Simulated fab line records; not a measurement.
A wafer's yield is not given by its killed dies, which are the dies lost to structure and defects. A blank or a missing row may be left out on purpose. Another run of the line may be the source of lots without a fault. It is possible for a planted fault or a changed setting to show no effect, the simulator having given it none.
fab line records	flow n5Finfet
record: lots: 11	wafers: 29	lastDay: 17
route steps=1938 shown ZERO_LAYER@13 WELL_APT@39 PMOS_HMC_CHANNEL_EPI@66 BEOL_M4@1111 PASSIVATION@1936
lots that met no fault: taken from a fault-free run of the same line
startH: the number of hours between the record's first day and the start of the first shown wafer of the lot	waitH: hours elapsed since this lot's preceding step	" unchanged from the row above	L1.1+2: a single row standing in for several wafers	- no value, or no start was given	* or withheld: withheld	< > ~ a bound
route shown NAME@n: names a module that has steps shown in the file, with the first one's number in the route	usual: mean and standard deviation over wafers with no fault	same: alike in all rows	chamber/n: place in a boat	sites: the reading at each site	_std_site: standard deviation of those values	_edge_site: the outer-site mean with the inner-site mean subtracted	radiusMm: for every site, how far away it sits from the centre of the wafer	mask NAME#n: copy n	behind: tool/chamber where the wafer was last shaped	hold: cause of the lot's hold/its duration in hours/its outcome	device: whichever transistor did not switch (one of n, p or np)	end of line: the route-end tests of the same wafers	a step without rows: its recipe alone	killed: not the wafer's yield, but the dies lost to structure and defects at the first sort	map: a wafer's dies, x killed, . not, _ none there
set.NAME: the setting as run; set.NAME@STEP: as run at that earlier step	model.NAME: the simulator's own value behind a step, which no gauge read
route steps across a sampled set of lots; one table per step, one row per wafer
services: a tool's chamber out of use, with start hour (startH, from the record's first day; less than 0 if before it), hours out, and reason
== steps ==
step: N5_ZERO_LAYER_CD_MEAS_11
recipe: targetCdNm: 2000	landingEnergyEv: 500	detector: seInlens
usual: cdNm: 2000.1/2.8
lot.wafer	tool	chamber	startH	waitH	cdNm
L479.1	cdSem-03	0	18.64	-	1996.9
L479.3	"	0	"	"	1999.0
L479.5	"	0	"	"	2000.0
L481.1	cdSem-01	0	30.77	-	1998.9
L481.3	"	0	"	"	1997.9
L481.6	"	0	"	"	2000.2
L487.2	cdSem-02	0	66.64	-	1999.6
L487.4	"	0	"	"	1994.2
L488.2	cdSem-01	0	72.66	-	2002.0
L488.3	"	0	"	"	2003.6
L489.3	cdSem-02	0	78.77	-	2003.6
L489.4	"	0	"	"	2004.0
L491.1	cdSem-01	0	90.78	-	2001.4
L491.3	"	0	"	"	1998.7
L491.6	"	0	"	"	2000.5
L494.1	cdSem-01	0	108.77	-	1997.1
L494.2	"	0	"	"	1998.7
L494.5	"	0	"	"	1995.8
L497.2	cdSem-01	0	126.64	-	2001.8
L497.4	"	0	"	"	2005.4
L497.5	"	0	"	"	2001.7
L498.1	cdSem-02	0	132.79	-	1998.4
L498.4	"	0	"	"	1997.1
L498.6	"	0	"	"	1995.8
L500.1	cdSem-03	0	144.64	-	2002.5
L500.3	"	0	"	"	2003.4
L500.4	"	0	"	"	2000.7
L501.5	cdSem-01	0	150.65	-	2002.3
L501.6	"	0	"	"	2000.1
step: N5_WELL_APT_EXPOSE_22
recipe: maskId: PWELL	na: 0.8	sourceShape: conventional	sigmaOuter: 0.8	polarization: unpolarized	defocusNm: 0	targetCdNm: 200	doseMj: 23.2
same: sigmaOuter: 0.8
lot.wafer	tool	chamber	startH	waitH	mask
L479.1+3+5	krfScanner-02	0	21.20	-	PWELL#0
L481.1+3+6	krfScanner-01	0	32.65	-	PWELL#0
L487.2+4	krfScanner-02	0	69.66	-	PWELL#0
L488.2+3	krfScanner-02	0	74.66	-	PWELL#0
L489.3+4	krfScanner-02	0	80.99	-	PWELL#0
L491.1+3+6	krfScanner-01	0	92.78	-	PWELL#0
L494.1+2+5	krfScanner-01	0	110.90	-	PWELL#0
L497.2+4+5	krfScanner-01	0	128.63	-	PWELL#0
L498.1+4+6	krfScanner-01	0	134.65	-	PWELL#0
L500.1+3+4	krfScanner-01	0	147.43	-	PWELL#0
L501.5+6	krfScanner-01	0	152.60	-	PWELL#0
step: N5_WELL_APT_CD_MEAS_25
recipe: targetCdNm: 200	landingEnergyEv: 500	detector: seInlens
usual: cdNm: 198.9/2.7
lot.wafer	tool	chamber	startH	waitH	cdNm
L479.1	cdSem-03	0	21.37	-	202.8
L479.3	"	0	"	"	200.7
L479.5	"	0	"	"	200.8
L481.1	cdSem-02	0	32.82	-	197.4
L481.3	"	0	"	"	196.2
L481.6	"	0	"	"	200.0
L487.2	cdSem-03	0	69.82	-	189.6
L487.4	"	0	"	"	193.4
L488.2	cdSem-03	0	74.82	-	187.1
L488.3	"	0	"	"	196.9
L489.3	cdSem-02	0	81.16	-	199.2
L489.4	"	0	"	"	183.2
L491.1	cdSem-03	0	92.95	-	201.1
L491.3	"	0	"	"	201.4
L491.6	"	0	"	"	200.2
L494.1	cdSem-02	0	111.08	-	199.8
L494.2	"	0	"	"	202.5
L494.5	"	0	"	"	195.9
L497.2	cdSem-03	0	128.80	-	194.6
L497.4	"	0	"	"	198.2
L497.5	"	0	"	"	195.6
L498.1	cdSem-02	0	134.82	-	201.7
L498.4	"	0	"	"	199.7
L498.6	"	0	"	"	203.8
L500.1	cdSem-02	0	147.60	-	199.5
L500.3	"	0	"	"	202.4
L500.4	"	0	"	"	196.2
L501.5	cdSem-02	0	152.75	-	200.7
L501.6	"	0	"	"	200.1
step: N5_WELL_APT_RTA_34
recipe: tempC: 1000	timeS: 10	ambient: N2	idleTempC: 600	rampUpCPerS: 150	rampDownCPerS: 60	coolToC: 600
usual: lampPowerPct: 13.00/0.052	lamp_zone_3_pct: 12.991/0.029	wafer_temp_C_max: 1003.6/1
lot.wafer	tool	chamber	startH	waitH	lampPowerPct	lamp_zone_3_pct	wafer_temp_C_max
L479.1	rtpAnneal-02	0	22.24	0.0	13.04	12.994	1003.7
L479.3	"	0	"	"	12.94	12.961	1001.9
L479.5	"	0	"	"	12.99	13.045	1003.8
L481.1	rtpAnneal-01	0	33.81	0.2	13.06	13.045	1003.2
L481.3	"	0	"	"	13.09	12.967	1004.9
L481.6	"	0	"	"	13.00	13.019	1003.6
L487.2	rtpAnneal-02	0	70.69	0.0	12.93	12.974	1002.9
L487.4	"	0	"	"	13.00	13.023	1004.4
L488.2	rtpAnneal-01	0	75.92	0.2	13.00	12.981	1003.5
L488.3	"	0	"	"	12.96	12.958	1004.2
L489.3	rtpAnneal-02	0	82.16	0.1	13.02	12.986	1005.4
L489.4	"	0	"	"	12.99	13.014	1004.9
L491.1	rtpAnneal-01	0	93.80	0.0	12.98	12.979	1003.5
L491.3	"	0	"	"	13.01	12.981	1004.4
L491.6	"	0	"	"	13.00	12.953	1002.5
L494.1	rtpAnneal-01	0	112.11	0.2	13.06	13.015	1003.1
L494.2	"	0	"	"	13.06	12.989	1005.1
L494.5	"	0	"	"	13.08	12.988	1003.0
L497.2	rtpAnneal-02	0	129.72	0.1	13.03	12.956	1006.4
L497.4	"	0	"	"	12.89	13.012	1004.4
L497.5	"	0	"	"	12.94	13.001	1005.3
L498.1	rtpAnneal-01	0	135.67	0.0	13.05	12.990	1002.2
L498.4	"	0	"	"	13.02	12.971	1002.6
L498.6	"	0	"	"	12.97	13.005	1002.8
L500.1	rtpAnneal-01	0	148.49	0.0	13.05	12.986	1004.2
L500.3	"	0	"	"	12.95	12.993	1003.5
L500.4	"	0	"	"	13.06	12.987	1003.6
L501.5	rtpAnneal-01	0	153.68	0.1	12.90	12.984	1003.3
L501.6	"	0	"	"	12.99	12.910	1004.8
step: N5_PMOS_HMC_CHANNEL_EPI_OVL_MEAS_10
recipe: pointsPerWafer: 44
usual: PMOS_HMC_BLK_OVL: 0.2/0.86
lot.wafer	tool	chamber	startH	waitH	PMOS_HMC_BLK_OVL[nm]
L479.1	overlay-01	0	23.59	0.0	-1.3
L479.3	"	0	"	"	-0.1
L479.5	"	0	"	"	-1.4
L481.1	overlay-01	0	35.36	0.0	-0.8
L481.3	"	0	"	"	-1.7
L481.6	"	0	"	"	-0.7
L487.2	overlay-01	0	72.10	0.0	0.3
L487.4	"	0	"	"	0.8
L488.2	overlay-01	0	77.47	0.0	-0.5
L488.3	"	0	"	"	-0.5
L489.3	overlay-01	0	83.34	0.0	-0.8
L489.4	"	0	"	"	-0.3
L491.1	overlay-02	0	95.20	0.0	0.3
L491.3	"	0	"	"	1.5
L491.6	"	0	"	"	0.6
L494.1	overlay-01	0	113.47	0.0	-0.1
L494.2	"	0	"	"	0.5
L494.5	"	0	"	"	0.3
L497.2	overlay-02	0	131.05	0.0	1.2
L497.4	"	0	"	"	0.6
L497.5	"	0	"	"	0.7
L498.1	overlay-02	0	137.11	0.0	0.2
L498.4	"	0	"	"	1.2
L498.6	"	0	"	"	1.9
L500.1	overlay-01	0	149.72	0.0	0.0
L500.3	"	0	"	"	0.7
L500.4	"	0	"	"	1.5
L501.5	overlay-02	0	154.94	0.0	0.1
L501.6	"	0	"	"	-1.3
step: N5_BEOL_M4_RC_MEAS_101
usual: DIBL_N: 36.8/2.2	DIBL_P: 37.0/2.8	IOFF_N: 0.18/0.043	IOFF_P: 0.23/0.05	ION_N: 680/14	ION_P: 466/9.1	SS_N: 71.7/0.74	SS_P: 73.5/0.79	VT_N: 248/4	VT_P: -249/4.1
lot.wafer	tool	chamber	startH	waitH	DIBL_N[mV/V]	DIBL_P[mV/V]	IOFF_N[nA/um]	IOFF_P[nA/um]	ION_N[uA/um]	ION_P[uA/um]	SS_N[mV/dec]	SS_P[mV/dec]	VT_N[mV]	VT_P[mV]
L479.1	prober-02	0	177.57	0.0	37.8	36.7	0.16	0.19	666	450	71.9	73.9	249	-254
L479.3	"	0	"	"	34.9	33.9	0.13	0.17	677	462	69.7	73.0	252	-255
L479.5	"	0	"	"	38.9	38.6	0.19	0.23	688	463	71.8	73.7	248	-251
L481.1	prober-01	0	197.16	0.1	35.7	36.9	0.18	0.19	677	453	71.6	73.4	243	-254
L481.3	"	0	"	"	36.3	38.2	0.17	0.19	667	456	71.6	73.1	253	-253
L481.6	"	0	"	"	37.7	40.2	0.23	0.24	700	467	72.0	73.6	244	-250
L488.2	prober-02	0	230.72	0.2	40.1	39.8	0.20	0.30	671	470	72.0	74.3	249	-244
L488.3	"	0	"	"	38.5	38.5	0.19	0.28	681	477	71.6	73.3	246	-243
L487.2	prober-01	0	230.98	0.2	36.7	37.0	0.18	0.25	681	472	71.6	73.8	246	-245
L487.4	"	0	"	"	36.1	36.3	0.17	0.24	673	471	72.1	73.8	249	-248
L489.3	prober-02	0	232.91	0.3	34.7	34.0	0.14	0.24	676	480	70.9	73.9	251	-245
L489.4	"	0	"	"	41.5	41.0	0.31	0.40	701	489	72.6	74.7	239	-237
L491.1	prober-02	0	247.48	0.0	36.1	36.5	0.15	0.20	674	462	71.9	73.4	251	-251
L491.3	"	0	"	"	35.9	35.4	0.16	0.20	684	460	71.3	73.3	248	-251
L491.6	"	0	"	"	37.0	37.1	0.17	0.23	683	463	71.3	73.4	248	-248
L494.1	prober-02	0	255.22	0.0	38.0	35.6	0.16	0.18	675	453	71.6	73.2	249	-254
L494.2	"	0	"	"	38.0	37.6	0.18	0.21	678	454	72.3	73.6	249	-251
L494.5	"	0	"	"	34.9	31.6	0.12	0.13	662	448	71.6	72.1	254	-256
L497.2	prober-01	0	284.66	0.2	33.8	32.3	0.13	0.18	664	461	71.4	72.0	253	-252
L497.4	"	0	"	"	36.8	36.9	0.18	0.25	682	468	71.5	72.8	247	-249
L497.5	"	0	"	"	38.4	38.7	0.23	0.27	700	479	71.8	73.7	242	-248
L498.1	prober-02	0	293.41	0.0	38.8	40.2	0.22	0.29	696	472	72.0	74.7	247	-244
L498.4	"	0	"	"	37.5	39.5	0.20	0.29	696	480	72.4	74.3	245	-244
L498.6	"	0	"	"	37.8	38.9	0.18	0.25	679	466	72.2	74.3	249	-245
L500.1	prober-01	0	298.57	0.0	33.4	34.3	0.12	0.17	671	460	70.6	73.1	256	-255
L500.3	"	0	"	"	37.3	39.2	0.20	0.25	687	468	71.6	73.7	246	-250
L500.4	"	0	"	"	35.5	37.2	0.15	0.22	670	466	71.4	73.1	251	-250
L501.5	prober-02	0	299.52	0.6	36.7	37.9	0.20	0.26	686	474	72.2	73.6	243	-244
L501.6	"	0	"	"	37.7	40.2	0.22	0.31	701	487	72.3	74.8	242	-241
step: N5_PASSIVATION_PROBE_49
usual: defectLimitedYield: 91.4/1.5	killed_at_M0_to_M3: 36/11	killed_at_M4_up: 14/6	killedAtContacts: 11/6	killedAtFrontEnd: 37/11	killedAtOther: 4/3.4	killedDies: 102/18	killedOnRim: 13/3.5	killedOpen: 66/13	killedShort: 34/7.8	sort_bin_4_leakage: 0.00/0.017	sort_bin_5_function: 5.0/0.97	sort_bin_6_memory: 3.2/0.7	sort_bin_8_speed: 0.0/0.38	sortNPass: 1078/19	sortYieldPct: 91.3/1.6
same: grossDies: 1180	killedAtBackSide: 0
lot.wafer	tool	chamber	startH	waitH	defectLimitedYield[%]	killed_at_M0_to_M3	killed_at_M4_up	killedAtContacts	killedAtFrontEnd	killedAtOther	killedDies	killedOnRim	killedOpen	killedShort	sort_bin_4_leakage[%]	sort_bin_5_function[%]	sort_bin_6_memory[%]	sort_bin_8_speed[%]	sortNPass	sortYieldPct[%]
L481.6	prober-02	-	306.65	0.3	91.6	26	13	29	25	6	99	11	76	22	0	4.6	3.6	0	1081	91.6
L488.3	prober-01	-	332.27	0.1	90.8	33	14	8	45	8	108	18	74	28	0	5.3	3.3	0	1072	90.8
L487.2	prober-02	-	332.48	0.1	93.2	39	6	9	25	1	80	9	51	28	0	3.5	3.1	0	1100	93.2
L487.4	prober-02	-	332.58	0.2	91.5	52	15	7	21	5	100	12	68	31	0	5.0	3.3	0	1080	91.5
L489.3	prober-02	-	343.39	0.1	93.2	28	10	7	31	4	80	9	51	28	0	3.6	3.1	0	1100	93.2
L491.1	prober-02	-	349.82	0.9	93.5	27	13	5	31	1	77	7	45	30	0	3.4	2.7	0	1103	93.5
L491.3	prober-02	-	349.92	1.0	90.8	31	13	21	41	2	108	16	65	43	0	5.3	3.5	0	1072	90.8
L491.6	prober-02	-	350.07	1.1	90.1	36	28	7	44	2	117	19	83	33	0	6.1	3.6	0	1063	90.1
L494.1	prober-02	-	358.91	0.6	91.6	21	9	6	59	4	99	14	67	32	0	5.8	2.5	0	1081	91.6
L494.2	prober-02	-	358.96	0.7	89.4	42	19	12	43	9	125	11	84	41	0	5.9	4.2	0	1055	89.4
L494.5	prober-02	-	359.11	0.8	88.6	43	7	18	54	12	134	15	98	36	0	6.9	4.5	0	1046	88.6
L498.1	prober-02	-	397.03	0.0	91.8	14	18	6	44	15	97	7	65	32	0	5.2	3.1	0	1083	91.8
L498.4	prober-02	-	397.18	0.2	90.9	47	8	12	34	6	107	10	74	28	0	4.8	3.9	0	1073	90.9
L498.6	prober-02	-	397.28	0.3	92.8	30	10	9	29	7	85	10	65	19	0	4.2	2.7	0	1095	92.8
L501.5	prober-01	-	401.26	0.2	91.3	39	15	3	45	1	103	15	62	40	0	5.4	3.1	0	1077	91.3
L501.6	prober-01	-	401.31	0.3	89.4	64	8	7	46	0	125	13	72	51	0	5.8	4.2	0	1055	89.4
killed by level:class
L481.6 MOL_CONTACT_COAG:geometricParticle:open=24 STI_FIN_REVEAL:geometricParticle:open=9 BEOL_M3:geometricParticle:open=7 BEOL_M4:geometricParticle:open=6 DUMMY_GATE:geometricParticle:open=5 BEOL_M0_SAQP:geometricParticle:open=4 GATE_CUT:geometricParticle:short=4 MOL_CONTACT_COAG:geometricParticle:short=4
L488.3 FIN_SAQP:geometricParticle:open=13 BEOL_M2:geometricParticle:open=10 BEOL_M1:geometricParticle:open=8 BEOL_M4:geometricParticle:open=8 DUMMY_GATE:geometricParticle:open=7 MOL_CONTACT_COAG:geometricParticle:open=6 PASS1_CAP:geometricParticle:short=6 HKMG_FIN:areaEtch=5
L487.2 BEOL_M3:geometricParticle:open=13 BEOL_M0_SAQP:geometricParticle:short=9 MOL_CONTACT_COAG:geometricParticle:open=8 BEOL_M0_SAQP:geometricParticle:open=7 GATE_CUT:geometricParticle:short=5 GATE_CUT:geometricParticle:open=3 BEOL_M0:geometricParticle:open=3 BEOL_M4:geometricParticle:open=3
L487.4 BEOL_M0_SAQP:geometricParticle:open=13 BEOL_M0_SAQP:geometricParticle:short=12 MOL_CONTACT_COAG:geometricParticle:open=7 FIN_SAQP:geometricParticle:open=6 BEOL_M1:geometricParticle:open=6 BEOL_M2:geometricParticle:open=6 FIN_SAQP:geometricParticle:short=5 BEOL_M0:geometricParticle:open=4
L489.3 FIN_SAQP:geometricParticle:open=14 BEOL_M2:geometricParticle:open=10 MOL_CONTACT_COAG:geometricParticle:open=6 BEOL_M1:geometricParticle:open=5 BEOL_M1:geometricParticle:short=5 FIN_SAQP:geometricParticle:short=4 SPACER0:geometricParticle:short=3 BEOL_M4:geometricParticle:open=3
L491.1 FIN_SAQP:geometricParticle:short=6 STI_FIN_REVEAL:geometricParticle:open=6 BEOL_M0_SAQP:geometricParticle:open=6 GATE_CUT:geometricParticle:short=6 BEOL_M1:geometricParticle:open=6 BEOL_M3:geometricParticle:open=5 FIN_SAQP:geometricParticle:open=4 BEOL_M0_SAQP:geometricParticle:short=3
L491.3 MOL_CONTACT_COAG:geometricParticle:open=14 FIN_SAQP:geometricParticle:short=13 BEOL_M0_SAQP:geometricParticle:open=10 STI_FIN_REVEAL:geometricParticle:open=8 MOL_CONTACT_COAG:geometricParticle:short=7 BEOL_M4:geometricParticle:open=7 FIN_SAQP:geometricParticle:open=5 BEOL_M0_SAQP:geometricParticle:short=5
L491.6 BEOL_M4:geometricParticle:open=19 STI_FIN_REVEAL:geometricParticle:open=11 FIN_SAQP:geometricParticle:open=10 BEOL_M1:geometricParticle:open=8 BEOL_M2:geometricParticle:open=7 FIN_SAQP:geometricParticle:short=6 MOL_CONTACT_COAG:geometricParticle:open=5 BEOL_M3:geometricParticle:open=5
L494.1 FIN_SAQP:geometricParticle:open=15 STI_FIN_REVEAL:geometricParticle:open=11 FIN_SAQP:geometricParticle:short=9 DUMMY_GATE:geometricParticle:open=7 BEOL_M0_SAQP:geometricParticle:short=7 BEOL_M4:geometricParticle:open=7 MOL_CONTACT_COAG:geometricParticle:open=6 BEOL_M0_SAQP:geometricParticle:open=5
L494.2 FIN_SAQP:geometricParticle:open=19 BEOL_M0_SAQP:geometricParticle:open=17 BEOL_M0_SAQP:geometricParticle:short=16 BEOL_M4:geometricParticle:open=12 FIN_SAQP:geometricParticle:short=10 MOL_CONTACT_COAG:geometricParticle:open=10 STI_FIN_REVEAL:geometricParticle:open=6 PASS1_CAP:geometricParticle:open=4
L494.5 FIN_SAQP:geometricParticle:open=18 MOL_CONTACT_COAG:geometricParticle:open=16 STI_FIN_REVEAL:geometricParticle:open=12 BEOL_M2:geometricParticle:open=12 FIN_SAQP:geometricParticle:short=8 BEOL_M0_SAQP:geometricParticle:short=8 BEOL_M0_SAQP:geometricParticle:open=7 BEOL_M1:geometricParticle:open=6
L498.1 STI_FIN_REVEAL:geometricParticle:open=11 BEOL_M4:geometricParticle:open=7 FIN_SAQP:geometricParticle:open=6 DUMMY_GATE:geometricParticle:open=6 MOL_CONTACT_COAG:geometricParticle:open=6 PASS1_CAP:geometricParticle:open=6 STI_FIN_REVEAL:geometricParticle:short=5 BEOL_M0:geometricParticle:open=4
L498.4 BEOL_M0_SAQP:geometricParticle:short=12 MOL_CONTACT_COAG:geometricParticle:open=11 BEOL_M0_SAQP:geometricParticle:open=10 BEOL_M2:geometricParticle:open=9 FIN_SAQP:geometricParticle:open=8 BEOL_M3:geometricParticle:open=7 DUMMY_GATE:geometricParticle:open=6 FIN_SAQP:geometricParticle:short=3
L498.6 STI_FIN_REVEAL:geometricParticle:open=10 BEOL_M1:geometricParticle:open=8 MOL_CONTACT_COAG:geometricParticle:open=7 BEOL_M2:geometricParticle:open=7 BEOL_M3:geometricParticle:open=6 DUMMY_GATE:geometricParticle:open=5 BEOL_M0_SAQP:geometricParticle:open=5 BEOL_M4:geometricParticle:open=5
L501.5 FIN_SAQP:geometricParticle:short=9 BEOL_M0_SAQP:geometricParticle:short=8 BEOL_M0_SAQP:geometricParticle:open=8 BEOL_M2:geometricParticle:open=8 ILD0:geometricParticle:short=6 STARTING-WAFER:geometricParticle:open=6 FIN_SAQP:geometricParticle:open=5 STI_FIN_REVEAL:geometricParticle:open=5
L501.6 BEOL_M0_SAQP:geometricParticle:short=23 FIN_SAQP:geometricParticle:short=14 BEOL_M0_SAQP:geometricParticle:open=14 FIN_SAQP:geometricParticle:open=9 BEOL_M1:geometricParticle:open=9 DUMMY_GATE:geometricParticle:open=8 BEOL_M2:geometricParticle:open=7 MOL_CONTACT_COAG:geometricParticle:open=6
== services ==
tool	chamber	startH	hours	kind
krfScanner-01	-	-2.37	1.0	pm
krfScanner-01	0	23.13	-	calibration
rtpAnneal-02	-	27.81	7.0	pm
krfScanner-01	-	46.62	0.8	pm
krfScanner-02	-	64.50	1.3	pm
krfScanner-01	-	72.70	0.8	repair
krfScanner-02	-	86.00	1.0	pm
krfScanner-02	0	92.89	-	calibration
krfScanner-01	-	108.75	0.2	repair
krfScanner-02	-	147.84	0.8	pm
== key ==
firstSign: step: N5_WELL_APT_CD_MEAS_25	reading: cdNm	direction: down	sigmas: 4	usual: 198.9	struck: 188.3
effect none on later readings
metAt N5_WELL_APT_EXPOSE_22
struckLots L487,L488,L489
struckWafers L487.2,L487.4,L488.2,L489.4
notActingAt N5_ZERO_LAYER_CD_MEAS_11,N5_WELL_APT_RTA_34,N5_PMOS_HMC_CHANNEL_EPI_OVL_MEAS_10
onsetBetween 21.20 69.66
fault: kind: processParameterDrift	tool: krfScanner-02	chamber: -	onsetH: 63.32	steps: N5_WELL_APT_EXPOSE_22	channel: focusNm	offset: 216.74	shape: step	endH: 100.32	scope: struckWafersOnly
